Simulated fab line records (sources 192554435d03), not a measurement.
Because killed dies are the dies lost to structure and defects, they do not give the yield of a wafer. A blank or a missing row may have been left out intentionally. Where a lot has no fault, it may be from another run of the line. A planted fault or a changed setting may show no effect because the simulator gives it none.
fab line records	flow n5-finfet
record lots=7	wafers=21
route steps=1938 shown BEOL_M4@1070 BEOL_M5@1117 BEOL_M7@1290 BEOL_M8@1342
start-h: hours from the record's first day to the start of the lot's first wafer shown	wait-h: how many hours have passed since the lot's step before this one	" unchanged from the row above	L1.1+2: a single row standing in for several wafers	- value missing, or start not given	* or withheld: withheld	< > ~ a bound
route shown NAME@n: names a module that has steps shown in the file, with the first one's number in the route	usual: mean/standard deviation of fault-free wafers	same: alike in all rows	chamber/n: place in a boat	sites: readings site by site	_std_site: standard deviation across them	_edge_site: inner sites' mean taken away from outer sites' mean	radius-mm: how far each site lies from the wafer's centre	mask NAME#n: copy n	behind: the tool/chamber that last shaped the wafer	hold: cause of the lot's hold/its duration in hours/its outcome	device: whichever transistor did not switch (one of n, p or np)	end of line: the route-end tests of the same wafers	where a step has no rows: the recipe by itself	killed: the dies lost at the first sort to structure and to defects; this is not the yield of the wafer	map: the dies of a wafer, with x for killed, . for not killed, _ for no die there
set.NAME: the setting the step ran with; set.NAME@STEP: the setting that earlier step ran with	model.NAME: the simulator's own value behind a step, which no gauge read
lots run with intentionally changed settings; tables by step, rows by wafer
## steps
# step N5_BEOL_M4_TRENCH_ETCH_37
# recipe chemistry=C4F6/O2	target-depth-a=555.55	target=SiOC	time-s=29.2	ion-energy-ev=250	pressure-mtorr=30	source-w=355	bias-w=185	Ar_flow_sccm=300	C4F6_flow_sccm=10	O2_flow_sccm=10
# usual rf-vpp-V=667/7.8
lot.wafer	tool	chamber	start-h	wait-h	set.bias-w	rf-vpp-V
L075.1	rie-diel-04	2	-	-	217.1	757
L075.3	"	0	"	"	217.1	765
L075.6	"	1	"	"	217.1	751
L077.1	rie-diel-05	1	-	-	185	678
L077.2	"	3	"	"	161.7	587
L077.5	"	0	"	"	185	663
L078.2	rie-diel-04	1	-	-	185	661
L078.3	"	3	"	"	172	627
L078.4	"	2	"	"	172	630
L081.2	rie-diel-04	3	-	-	185	663
L081.3	"	0	"	"	201.8	722
L081.5	"	2	"	"	201.8	716
L090.4	rie-diel-04	3	-	-	185	663
L090.5	"	2	"	"	185	668
L090.6	"	1	"	"	185	662
L091.2	rie-diel-03	1	-	-	185	654
L091.5	"	1	"	"	185	655
L091.6	"	2	"	"	185	669
L092.2	rie-diel-05	2	-	-	185	679
L092.3	"	1	"	"	206.8	739
L092.6	"	1	"	"	185	677
# step N5_BEOL_M5_COAT_59
# recipe resist=SOC	temp-c=250	time-s=60	spin-rpm=1500	resist-thk-nm=60
lot.wafer	tool	chamber	start-h	wait-h	set.spin-rpm	model.SOC_of_BEOL_M5_COAT_59.thk-nm
L075.1	litho-track-04	0	174.68	0.1	1424	61.6
L075.3	"	0	"	"	1500	59.8
L075.6	"	0	"	"	1424	61.4
L077.1	litho-track-01	0	182.24	0.1	1500	60.4
L077.2+5	"	0	"	"	1500	60.2
L078.2+3+4	litho-track-04	0	199.81	0.1	1500	59.8
L081.2	litho-track-01	0	208.05	0.1	1500	60
L081.3+5	"	0	"	"	1379	62.6
L090.4+6	litho-track-01	0	265.50	0.1	1500	59.8
L090.5	"	0	"	"	1500	60
L091.2	litho-track-04	0	276.09	0.1	1500	60.2
L091.5+6	"	0	"	"	1500	60
L092.2	litho-track-04	0	286.55	0.1	1396	62.4
L092.3	"	0	"	"	1396	62.2
L092.6	"	0	"	"	1500	60
# step N5_BEOL_M5_COAT_05
# recipe resist=CAR-EUV	spin-rpm=1500	resist-thk-nm=30
lot.wafer	tool	chamber	start-h	wait-h	set.spin-rpm	model.CAR-EUV_of_BEOL_M5_COAT_05.thk-nm
L075.1	litho-track-04	0	-	-	1500	29.8
L075.3+6	"	0	"	"	1500	30
L077.1	litho-track-01	0	-	-	1500	30
L077.2+5	"	0	"	"	1603	29
L078.2+4	litho-track-04	0	-	-	1338	31.6
L078.3	"	0	"	"	1500	30
L081.2+5	litho-track-01	0	-	-	1500	30
L081.3	"	0	"	"	1598	29.2
L090.4	litho-track-01	0	-	-	1500	30
L090.5+6	"	0	"	"	1428	30.6
L091.2+5+6	litho-track-04	0	-	-	1500	30
L092.2	litho-track-04	0	-	-	1500	30
L092.3	"	0	"	"	1578	29.4
L092.6	"	0	"	"	1578	29.2
# step N5_BEOL_M5_EBR_07
# recipe solvent=PGMEA	ebr-width-mm=1.5
# step N5_BEOL_M5_SOFTBAKE_06
# recipe temp-c=110	time-s=60	resist=CAR-EUV
# step N5_BEOL_M5_EXPOSE_08
# recipe mask-id=M5	na=0.33	source-shape=annular	sigma-inner=0.4	sigma-outer=0.8	polarization=unpolarized	target-cd-nm=28	dose-mj=35.75
# step N5_BEOL_M5_PEB_09
# recipe peb-temp-c=100	peb-time-s=60	resist=CAR-EUV
# step N5_BEOL_M5_DEVELOP_10
# recipe develop-time-s=30	developer=TMAH	resist=CAR-EUV	rinse-liquid=surfactant-rinse	dry=air-spin	dev-temp-c=23
lot.wafer	tool	chamber	start-h	wait-h	set.spin-rpm@BEOL_M5_COAT_05	model.CAR-EUV_of_BEOL_M5_COAT_05.thk-nm
L075.1+3+6	litho-track-04	0	-	-	1500	29.4
L077.1	litho-track-01	0	-	-	1500	29.6
L077.2+5	"	0	"	"	1603	28.6
L078.2+4	litho-track-04	0	-	-	1338	31.2
L078.3	"	0	"	"	1500	29.4
L081.2+5	litho-track-04	0	-	-	1500	29.6
L081.3	"	0	"	"	1598	28.6
L090.4	litho-track-01	0	-	-	1500	29.4
L090.5+6	"	0	"	"	1428	30.2
L091.2+5+6	litho-track-04	0	-	-	1500	29.6
L092.2	litho-track-01	0	-	-	1500	29.6
L092.3+6	"	0	"	"	1578	28.8
# step N5_BEOL_M5_ETCH_72
# recipe chemistry=N2/H2	target=underlayer	target-depth-a=65	mask-material=CAR-EUV	time-s=5.2	ion-energy-ev=200	pressure-mtorr=30	source-w=840	bias-w=150	n2-flow-sccm=200	h2-flow-sccm=200	ends=cleared
# step N5_BEOL_M5_ETCH_61
# recipe chemistry=CF4	target=SiARC	target-depth-a=156	mask-material=CAR-EUV	time-s=26	ion-energy-ev=80	pressure-mtorr=40	source-w=545	bias-w=36	Ar_flow_sccm=100	cf4-flow-sccm=100	ends=cleared
# step N5_BEOL_M5_ETCH_62
# recipe chemistry=N2/H2	target=SOC	target-depth-a=750	overetch-a=150	mask-material=SiARC	temp-c=40	time-s=112.5	ion-energy-ev=200	pressure-mtorr=30	source-w=840	bias-w=150	n2-flow-sccm=200	h2-flow-sccm=200
lot.wafer	tool	chamber	start-h	wait-h	set.spin-rpm@BEOL_M5_COAT_59	model.etch.depth-nm
L075.1	rie-diel-02	1	175.50	0.0	1424	61.58
L075.3	"	2	"	"	1500	59.81
L075.6	"	3	"	"	1424	61.38
L077.1	rie-diel-01	3	182.71	0.0	1500	60.41
L077.2	"	2	"	"	1500	60.27
L077.5	"	3	"	"	1500	60.24
L078.2	rie-diel-06	2	200.40	0.0	1500	59.8
L078.3	"	3	"	"	1500	59.88
L078.4	"	1	"	"	1500	59.87
L081.2	rie-diel-06	2	208.52	0.0	1500	59.97
L081.3	"	3	"	"	1379	62.53
L081.5	"	1	"	"	1379	62.64
L090.4	rie-diel-02	0	265.96	0.0	1500	59.84
L090.5	"	3	"	"	1500	59.9
L090.6	"	0	"	"	1500	59.79
L091.2	rie-diel-02	0	276.93	0.0	1500	60.15
L091.5	"	3	"	"	1500	60.06
L091.6	"	0	"	"	1500	59.91
L092.2	rie-diel-02	1	287.03	0.0	1396	62.48
L092.3	"	2	"	"	1396	62.17
L092.6	"	3	"	"	1500	60.1
# step N5_BEOL_M5_STRIP_63
# recipe chemistry=N2/H2	temp-c=40	n2-flow-sccm=200	h2-flow-sccm=200	rf-frequency-hz=6e+07
# step N5_BEOL_M5_STRIP_73
# recipe chemistry=N2/H2	temp-c=40	n2-flow-sccm=200	h2-flow-sccm=200	rf-frequency-hz=6e+07
# step N5_BEOL_M5_STRIP_64
# recipe chemistry=CF4	resist=SiARC	power-w=300	bias-power-w=75	pressure-mtorr=50	cf4-flow-sccm=150	rf-frequency-hz=6e+07
# step N5_BEOL_M5_HM_OPEN_17
# recipe chemistry=Cl2/BCl3	target-depth-a=200	overetch-a=60	target=TiN	mask-material=SOC	ion-energy-ev=150	pressure-mtorr=10	icp-w=1000	bias-w=126	Cl2_flow_sccm=53.25	bcl3-flow-sccm=21.75	Ar_flow_sccm=25
lot.wafer	tool	chamber	start-h	wait-h	set.spin-rpm@BEOL_M5_COAT_59	model.SOC_of_BEOL_M5_COAT_59.thk-nm
L075.1	rie-metal-01	1	175.67	0.0	1424	53.6
L075.3	"	0	"	"	1500	52
L075.6	"	0	"	"	1424	53.4
L077.1+2+5	rie-metal-01	0,1,1	182.94	0.1	1500	52.4
L078.2+4	rie-metal-01	1	200.57	0.0	1500	51.8
L078.3	"	0	"	"	1500	52
L081.2	rie-metal-01	1	208.68	0.0	1500	52.2
L081.3+5	"	0	"	"	1379	54.6
L090.4	rie-metal-03	1	266.16	0.1	1500	52
L090.5+6	"	0,1	"	"	1500	51.8
L091.2+5	rie-metal-03	1	277.10	0.0	1500	52.2
L091.6	"	0	"	"	1500	51.8
L092.2	rie-metal-01	0	287.23	0.1	1396	54.6
L092.3	"	0	"	"	1396	54.2
L092.6	"	0	"	"	1500	52
# step N5_BEOL_M5_DEP_56
# recipe material=SiCN	target-thk-a=80	temp-c=withheld	precursor=3MS/NH3	pressure-torr=3	rf-w=202	time-s=14
lot.wafer	tool	chamber	start-h	wait-h	set.time-s	model.SiCN_of_BEOL_M5_DEP_56.thk-nm
L075.1	pecvd-04	0	183.77	0.0	15.63	8.8
L075.3	"	1	"	"	14	8
L075.6	"	2	"	"	14	8.2
L077.1+2	pecvd-01	0,1	193.41	0.0	14	7.8
L077.5	"	1	"	"	15.6	9
L078.2+3	pecvd-01	1,0	209.93	0.0	14	7.8
L078.4	"	0	"	"	14	8
L081.2+5	pecvd-01	2,1	217.97	0.0	14	7.8
L081.3	"	0	"	"	14	8
L090.4+5	pecvd-01	0,2	274.50	0.0	13.14	7.4
L090.6	"	1	"	"	14	7.8
L091.2	pecvd-02	1	287.97	0.0	14	7.8
L091.5+6	"	1,2	"	"	14	8
L092.2+3+6	pecvd-01	0,0,1	298.93	0.0	14	7.8
# step N5_BEOL_M7_COAT_22
# recipe resist=CAR-EUV	spin-rpm=1500	resist-thk-nm=30
lot.wafer	tool	chamber	start-h	wait-h	set.spin-rpm	model.CAR-EUV_of_BEOL_M7_COAT_22.thk-nm
L075.1	litho-track-01	0	-	-	1500	30
L075.3	"	0	"	"	1564	29.4
L075.6	"	0	"	"	1500	29.8
L077.1	litho-track-04	0	-	-	1370	31.4
L077.2+5	"	0	"	"	1500	30
L078.2+3	litho-track-01	0	-	-	1668	28.4
L078.4	"	0	"	"	1500	29.8
L081.2+3+5	litho-track-01	0	-	-	1500	30
L090.4+5	litho-track-05	0	-	-	1647	28.8
L090.6	"	0	"	"	1647	28.6
L091.2+5+6	litho-track-05	0	-	-	1500	30.2
L092.2	litho-track-04	0	-	-	1355	31.6
L092.3	"	0	"	"	1500	30.2
L092.6	"	0	"	"	1355	31.8
# step N5_BEOL_M7_EBR_24
# recipe solvent=PGMEA	ebr-width-mm=1.5
# step N5_BEOL_M7_SOFTBAKE_23
# recipe temp-c=110	time-s=60	resist=CAR-EUV
# step N5_BEOL_M7_EXPOSE_25
# recipe mask-id=V6	na=0.33	source-shape=annular	sigma-inner=0.4	sigma-outer=0.8	polarization=unpolarized	target-cd-nm=40	dose-mj=42.5
# step N5_BEOL_M7_PEB_26
# recipe peb-temp-c=100	peb-time-s=60	resist=CAR-EUV
# step N5_BEOL_M7_DEVELOP_27
# recipe develop-time-s=30	developer=TMAH	resist=CAR-EUV	rinse-liquid=surfactant-rinse	dry=air-spin	dev-temp-c=23
lot.wafer	tool	chamber	start-h	wait-h	set.spin-rpm@BEOL_M7_COAT_22	model.CAR-EUV_of_BEOL_M7_COAT_22.thk-nm
L075.1	litho-track-05	0	-	-	1500	29.6
L075.3	"	0	"	"	1564	29
L075.6	"	0	"	"	1500	29.4
L077.1	litho-track-04	0	-	-	1370	30.8
L077.2+5	"	0	"	"	1500	29.6
L078.2+3	litho-track-05	0	-	-	1668	28
L078.4	"	0	"	"	1500	29.4
L081.2+3+5	litho-track-01	0	-	-	1500	29.6
L090.4+5+6	litho-track-05	0	-	-	1647	28.2
L091.2+5	litho-track-01	0	-	-	1500	29.8
L091.6	"	0	"	"	1500	29.6
L092.2+6	litho-track-04	0	-	-	1355	31.2
L092.3	"	0	"	"	1500	29.8
# step N5_BEOL_M7_DESCUM_33
# recipe chemistry=O2	time-s=7	source-power-w=50	bias-power-w=20	pressure-mtorr=20	rf-frequency-hz=2.712e+07	temp-c=40	resist=CAR-EUV	o2-flow-sccm=225
lot.wafer	tool	chamber	start-h	wait-h	set.spin-rpm@BEOL_M7_COAT_22	model.CAR-EUV_of_BEOL_M7_COAT_22.thk-nm
L075.1+6	rie-diel-01	2,3	197.06	0.0	1500	26
L075.3	"	1	"	"	1564	25.6
L077.1	rie-diel-06	0	206.58	0.2	1370	27.4
L077.2+5	"	2,3	"	"	1500	26
L078.2+3	rie-diel-06	3,0	224.81	0.8	1668	24.4
L078.4	"	2	"	"	1500	26
L081.2+3+5	rie-diel-01	0,3,1	228.36	1.4	1500	26
L090.4+5+6	rie-diel-01	2,2,1	289.68	0.4	1647	24.8
L091.2+5+6	rie-diel-06	2,3,2	301.18	0.0	1500	26.2
L092.2+6	rie-diel-02	2,1	313.05	0.0	1355	27.8
L092.3	"	3	"	"	1500	26.2
# step N5_BEOL_M8_EXPOSE_08
# recipe mask-id=M8	na=1.35	source-shape=dipole	sigma-inner=0.817	sigma-outer=0.97	polarization=te	dose-mj=68.25
lot.wafer	tool	chamber	start-h	wait-h	mask	set.dose-mj
L075.1	arfi-scanner-02	0	203.30	-	M8#0	71.05
L075.3+6	"	0	"	"	M8#0	68.25
L077.1+5	arfi-scanner-03	0	212.25	-	M8#0	72.45
L077.2	"	0	"	"	M8#0	68.25
L078.2	arfi-scanner-01	0	229.23	-	M8#0	68.25
L078.3+4	"	0	"	"	M8#0	63.42
L081.2+3+5	arfi-scanner-02	0	233.14	-	M8#0	68.25
L090.4	arfi-scanner-01	0	295.31	-	M8#0	64.82
L090.5+6	"	0	"	"	M8#0	68.25
L091.2+5+6	arfi-scanner-01	0	308.87	-	M8#0	68.25
L092.2	arfi-scanner-03	0	318.82	-	M8#0	68.25
L092.3+6	"	0	"	"	M8#0	65.4
# step N5_BEOL_M8_PEB_09
# recipe peb-temp-c=withheld	peb-time-s=60	resist=CAR-ArF
# step N5_BEOL_M8_DEVELOP_10
# recipe develop-time-s=30	developer=TMAH	resist=CAR-ArF	rinse-liquid=diw	dry=air-spin	dev-temp-c=23
# step N5_BEOL_M8_CD_MEAS_11
# recipe target-cd-nm=38.5	landing-energy-ev=500	detector=se-inlens	polarity=opening
# usual cd-nm=38.6/0.42
lot.wafer	tool	chamber	start-h	wait-h	set.dose-mj@BEOL_M8_EXPOSE_08	cd-nm
L075.1	cd-sem-02	0	203.43	-	71.05	39.8
L075.3	"	0	"	"	68.25	38.0
L075.6	"	0	"	"	68.25	38.5
L077.1	cd-sem-03	0	212.38	-	72.45	41.2
L077.2	"	0	"	"	68.25	38.2
L077.5	"	0	"	"	72.45	40.8
L078.2	cd-sem-01	0	229.36	-	68.25	38.6
L078.3	"	0	"	"	63.42	34.8
L078.4	"	0	"	"	63.42	35.4
L081.2	cd-sem-01	0	233.26	-	68.25	38.4
L081.3	"	0	"	"	68.25	38.1
L081.5	"	0	"	"	68.25	38.2
L090.4	cd-sem-02	0	295.43	-	64.82	35.9
L090.5	"	0	"	"	68.25	38.8
L090.6	"	0	"	"	68.25	38.9
L091.2	cd-sem-03	0	308.99	-	68.25	39.0
L091.5	"	0	"	"	68.25	38.9
L091.6	"	0	"	"	68.25	39.0
L092.2	cd-sem-02	0	318.94	-	68.25	38.5
L092.3	"	0	"	"	65.4	36.8
L092.6	"	0	"	"	65.4	36.7
# step N5_BEOL_M8_ETCH_61
# recipe chemistry=CF4	target=SiARC	target-depth-a=455	mask-material=CAR-ArF	time-s=75.8	ion-energy-ev=80	pressure-mtorr=40	source-w=545	bias-w=36	Ar_flow_sccm=100	cf4-flow-sccm=100	ends=cleared
# usual rf-vpp-V=184.3/1.2
lot.wafer	tool	chamber	start-h	wait-h	set.bias-w	set.dose-mj@BEOL_M8_EXPOSE_08	rf-vpp-V	model.BEOL_M8.cd-offset-nm
L075.1	rie-diel-03	0	203.55	0.0	34.23	71.05	178.8	1.6
L075.3	"	3	"	"	34.23	68.25	177.4	-0.4
L075.6	"	3	"	"	36	68.25	184.2	-0.2
L077.1	rie-diel-03	3	212.51	0.0	36	72.45	183.6	2.4
L077.2	"	1	"	"	36	68.25	183.2	-0.2
L077.5	"	2	"	"	36	72.45	184.8	1.8
L078.2	rie-diel-05	1	229.50	0.0	30.3	68.25	165.6	0.4
L078.3	"	2	"	"	36	63.42	184.1	-3.6
L078.4	"	0	"	"	36	63.42	185.8	-3.6
L081.2	rie-diel-05	0	233.38	0.0	39.59	68.25	196.6	-0.4
L081.3	"	3	"	"	36	68.25	183.1	-0.4
L081.5	"	1	"	"	36	68.25	184.1	-0.6
L090.4	rie-diel-03	3	295.54	0.0	36	64.82	183.7	-2.6
L090.5	"	0	"	"	36	68.25	185.4	0.2
L090.6	"	1	"	"	36	68.25	183.1	0.4
L091.2	rie-diel-04	2	309.22	0.0	36	68.25	183.6	0.8
L091.5	"	1	"	"	36	68.25	183.8	0.8
L091.6	"	0	"	"	36	68.25	184.3	0.8
L092.2	rie-diel-04	2	319.07	0.0	31.98	68.25	171.5	0.2
L092.3	"	1	"	"	31.98	65.4	171.1	-1.6
L092.6	"	3	"	"	31.98	65.4	169.1	-1.4
# step N5_BEOL_M8_ETCH_62
# recipe chemistry=N2/H2	target=SOC	target-depth-a=1100	overetch-a=220	mask-material=SiARC	temp-c=40	time-s=165	ion-energy-ev=200	pressure-mtorr=30	source-w=840	bias-w=150	n2-flow-sccm=200	h2-flow-sccm=200
# step N5_BEOL_M8_STRIP_68
# recipe chemistry=N2/H2	temp-c=40	n2-flow-sccm=200	h2-flow-sccm=200	rf-frequency-hz=6e+07
# step N5_BEOL_M8_STRIP_67
# recipe chemistry=CF4	resist=SiARC	power-w=300	bias-power-w=75	pressure-mtorr=50	cf4-flow-sccm=150	rf-frequency-hz=6e+07
# step N5_BEOL_M8_HM_OPEN_17
# recipe chemistry=Cl2/BCl3	target-depth-a=200	overetch-a=60	target=TiN	mask-material=SOC	ion-energy-ev=150	pressure-mtorr=10	icp-w=1000	bias-w=126	Cl2_flow_sccm=53.25	bcl3-flow-sccm=21.75	Ar_flow_sccm=25
lot.wafer	tool	chamber	start-h	wait-h	set.dose-mj@BEOL_M8_EXPOSE_08	model.BEOL_M8.cd-offset-nm
L075.1	rie-metal-03	1	203.79	0.0	71.05	1.4
L075.3+6	"	1,0	"	"	68.25	-0.2
L077.1	rie-metal-02	0	212.75	0.0	72.45	2.4
L077.2	"	1	"	"	68.25	-0.2
L077.5	"	0	"	"	72.45	2.2
L078.2	rie-metal-01	0	229.74	0.0	68.25	0.4
L078.3	"	1	"	"	63.42	-3.6
L078.4	"	0	"	"	63.42	-3.4
L081.2	rie-metal-01	0	233.63	0.0	68.25	0
L081.3+5	"	0	"	"	68.25	-0.4
L090.4	rie-metal-03	1	295.82	0.1	64.82	-2.6
L090.5+6	"	0,1	"	"	68.25	0.4
L091.2+5	rie-metal-03	0,1	309.46	0.0	68.25	0.8
L091.6	"	0	"	"	68.25	1
L092.2	rie-metal-02	1	319.31	0.0	68.25	-0.2
L092.3+6	"	0,1	"	"	65.4	-1.8
# step N5_BEOL_M8_STRIP_19
# recipe chemistry=O2	power-w=400	temp-c=40	pressure-mtorr=30	rf-frequency-hz=6e+07	bias-power-w=0	overash-fraction=0.2	o2-flow-sccm=225
# step N5_BEOL_M8_CD_MEAS_18
# recipe pitch-nm=80	target-cd-nm=40
# usual cd-nm=40.1/0.46
lot.wafer	tool	chamber	start-h	wait-h	set.dose-mj@BEOL_M8_EXPOSE_08	cd-nm
L075.1	cd-sem-02	-	204.00	0.0	71.05	41.3
L075.3	"	-	"	"	68.25	39.9
L075.6	"	-	"	"	68.25	39.9
L077.1	cd-sem-01	-	212.98	0.0	72.45	42.6
L077.2	"	-	"	"	68.25	39.7
L077.5	"	-	"	"	72.45	42.1
L078.2	cd-sem-01	-	229.93	0.1	68.25	40.0
L078.3	"	-	"	"	63.42	36.4
L078.4	"	-	"	"	63.42	36.7
L081.2	cd-sem-02	-	233.81	0.1	68.25	40.1
L081.3	"	-	"	"	68.25	39.6
L081.5	"	-	"	"	68.25	39.9
L090.4	cd-sem-01	-	295.97	0.1	64.82	37.2
L090.5	"	-	"	"	68.25	40.1
L090.6	"	-	"	"	68.25	40.4
L091.2	cd-sem-02	-	309.77	0.1	68.25	41.1
L091.5	"	-	"	"	68.25	40.5
L091.6	"	-	"	"	68.25	40.8
L092.2	cd-sem-03	-	319.50	0.1	68.25	39.7
L092.3	"	-	"	"	65.4	38.6
L092.6	"	-	"	"	65.4	38.2
# step N5_BEOL_M8_COAT_63
# recipe resist=SOC	temp-c=250	time-s=60	spin-rpm=1500	resist-thk-nm=60
# step N5_BEOL_M8_COAT_64
# recipe resist=SiARC	temp-c=220	time-s=60	spin-rpm=1500	resist-thk-nm=12
# step N5_BEOL_M8_PRECLEAN_42
# recipe chemistry=residue-remover	time-s=60	temp-c=40
# step N5_BEOL_M8_SRD_43
# recipe time-s=30	temp-c=23	rinse-liquid=diw	dry=ipa-marangoni
# step N5_BEOL_M8_CD_MEAS_35
# recipe target-cd-nm=40	polarity=opening
# usual cd-nm=40.1/0.48
lot.wafer	tool	chamber	start-h	wait-h	set.dose-mj@BEOL_M8_EXPOSE_08	cd-nm
L075.1	cd-sem-03	-	205.22	0.0	71.05	41.6
L075.3	"	-	"	"	68.25	39.8
L075.6	"	-	"	"	68.25	39.6
L077.1	cd-sem-02	-	215.39	0.0	72.45	42.4
L077.2	"	-	"	"	68.25	39.9
L077.5	"	-	"	"	72.45	42.1
L078.2	cd-sem-01	-	231.49	0.0	68.25	40.3
L078.3	"	-	"	"	63.42	36.2
L078.4	"	-	"	"	63.42	36.7
L081.2	cd-sem-01	-	235.19	0.0	68.25	39.8
L081.3	"	-	"	"	68.25	39.2
L081.5	"	-	"	"	68.25	39.5
L090.4	cd-sem-01	-	298.34	0.0	64.82	37.3
L090.5	"	-	"	"	68.25	40.4
L090.6	"	-	"	"	68.25	40.4
L091.2	cd-sem-01	-	313.46	0.0	68.25	41.3
L091.5	"	-	"	"	68.25	40.7
L091.6	"	-	"	"	68.25	41.0
L092.2	cd-sem-03	-	323.49	0.0	68.25	39.7
L092.3	"	-	"	"	65.4	38.0
L092.6	"	-	"	"	65.4	37.9
## key
split step=N5_BEOL_M4_TRENCH_ETCH_37	setting=bias-w	stated=185	by=wafer
response step=N5_BEOL_M4_TRENCH_ETCH_37	reading=rf-vpp-V	change=+5.84	per=1%	r=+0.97
split step=N5_BEOL_M5_COAT_59	setting=spin-rpm	stated=1500	by=wafer
response step=N5_BEOL_M5_COAT_59	reading=model.SOC_of_BEOL_M5_COAT_59.thk-nm	change=-0.328	per=1%	r=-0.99
response step=N5_BEOL_M5_ETCH_62	reading=model.etch.depth-nm	change=-0.324	per=1%	r=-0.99
response step=N5_BEOL_M5_HM_OPEN_17	reading=model.SOC_of_BEOL_M5_COAT_59.thk-nm	change=-0.314	per=1%	r=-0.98
split step=N5_BEOL_M5_COAT_05	setting=spin-rpm	stated=1500	by=wafer
response step=N5_BEOL_M5_COAT_05	reading=model.CAR-EUV_of_BEOL_M5_COAT_05.thk-nm	change=-0.14	per=1%	r=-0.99
response step=N5_BEOL_M5_DEVELOP_10	reading=model.CAR-EUV_of_BEOL_M5_COAT_05.thk-nm	change=-0.159	per=1%	r=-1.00
split step=N5_BEOL_M5_DEP_56	setting=time-s	stated=14	by=wafer
response step=N5_BEOL_M5_DEP_56	reading=model.SiCN_of_BEOL_M5_DEP_56.thk-nm	change=+0.08	per=1%	r=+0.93
split step=N5_BEOL_M7_COAT_22	setting=spin-rpm	stated=1500	by=wafer
response step=N5_BEOL_M7_COAT_22	reading=model.CAR-EUV_of_BEOL_M7_COAT_22.thk-nm	change=-0.142	per=1%	r=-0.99
response step=N5_BEOL_M7_DEVELOP_27	reading=model.CAR-EUV_of_BEOL_M7_COAT_22.thk-nm	change=-0.134	per=1%	r=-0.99
response step=N5_BEOL_M7_DESCUM_33	reading=model.CAR-EUV_of_BEOL_M7_COAT_22.thk-nm	change=-0.151	per=1%	r=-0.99
split step=N5_BEOL_M8_EXPOSE_08	setting=dose-mj	stated=68.25	by=wafer
response step=N5_BEOL_M8_CD_MEAS_11	reading=cd-nm	change=+0.477	per=1%	r=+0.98
response step=N5_BEOL_M8_ETCH_61	reading=model.BEOL_M8.cd-offset-nm	change=+0.488	per=1%	r=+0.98
response step=N5_BEOL_M8_HM_OPEN_17	reading=model.BEOL_M8.cd-offset-nm	change=+0.484	per=1%	r=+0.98
response step=N5_BEOL_M8_CD_MEAS_18	reading=cd-nm	change=+0.457	per=1%	r=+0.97
response step=N5_BEOL_M8_CD_MEAS_35	reading=cd-nm	change=+0.493	per=1%	r=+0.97
split step=N5_BEOL_M8_ETCH_61	setting=bias-w	stated=36	by=wafer
response step=N5_BEOL_M8_ETCH_61	reading=rf-vpp-V	change=+1.24	per=1%	r=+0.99
